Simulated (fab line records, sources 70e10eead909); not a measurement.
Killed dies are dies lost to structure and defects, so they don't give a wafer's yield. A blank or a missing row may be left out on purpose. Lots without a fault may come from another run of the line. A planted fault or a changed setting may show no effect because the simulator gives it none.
Chamber matching | flow nand_harc | NHARC_A_CHANNEL_FILL_D1_ALD_16 on ald_hk-02: 4 sister chambers
The step deposits SiO2, target thk 1.5 nm, pulse time 10 s, ald cycles 15. 8 wafers are shown with their chamber, then 9 later ones without.

WAFERS WITH THEIR CHAMBER
wafer  | chamber | heater_power_w (W) | precursor_pulse_height_rel
L080.3 | 1       | 477                | 0.999
L080.6 | 1       | 485                | 0.992
L082.1 | 2       | 450                | 1.009
L087.4 | 2       | 452                | 0.970
L087.6 | 3       | 467                | 1.001
L090.3 | 3       | 451                | 0.962
L090.4 | 0       | 502                | 1.019
L090.5 | 0       | 475                | 0.987

WAFERS WITHOUT THEIR CHAMBER
wafer  | heater_power_w (W) | precursor_pulse_height_rel
L092.1 | 479                | 0.996
L092.2 | 449                | 1.037
L092.3 | 484                | 1.008
L093.1 | 482                | 0.986
L093.4 | 496                | 1.016
L093.5 | 499                | 0.983
L096.1 | 494                | 0.979
L096.2 | 492                | 0.987
L096.5 | 490                | 1.011

WHICH CHAMBER EACH WENT THROUGH
wafer  | from the rows above               | in truth
L092.1 | can't be placed: 1 or 0 or 3      | 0
L092.2 | can't be placed: 2 or 3 or 1 or 0 | 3
L092.3 | can't be placed: 0 or 1           | 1
L093.1 | can't be placed: 1 or 0 or 3      | 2
L093.4 | can't be placed: 0 or 1           | 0
L093.5 | can't be placed: 0 or 1           | 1
L096.1 | can't be placed: 0 or 1 or 3      | 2
L096.2 | can't be placed: 0 or 1           | 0
L096.5 | can't be placed: 0 or 1           | 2
Placed correctly: 0 of 9. Can't be placed from these rows: 9 (the true chamber is among the candidates in 6). Placed wrongly: 0.
How it was worked out, from the rows above alone: a wafer's distance from a chamber is the root of the sum, over the readings, of the square of ((its reading less the chamber's mean) divided by the reading's scatter). The wafer belongs to the nearest chamber; if the next one is less than 2 further off, it can't be placed. A chamber's mean is the mean of its shown wafers. The scatter: the root of (the sum of the squares of (reading less its chamber's mean) over the shown wafers, divided by (wafers less chambers)).
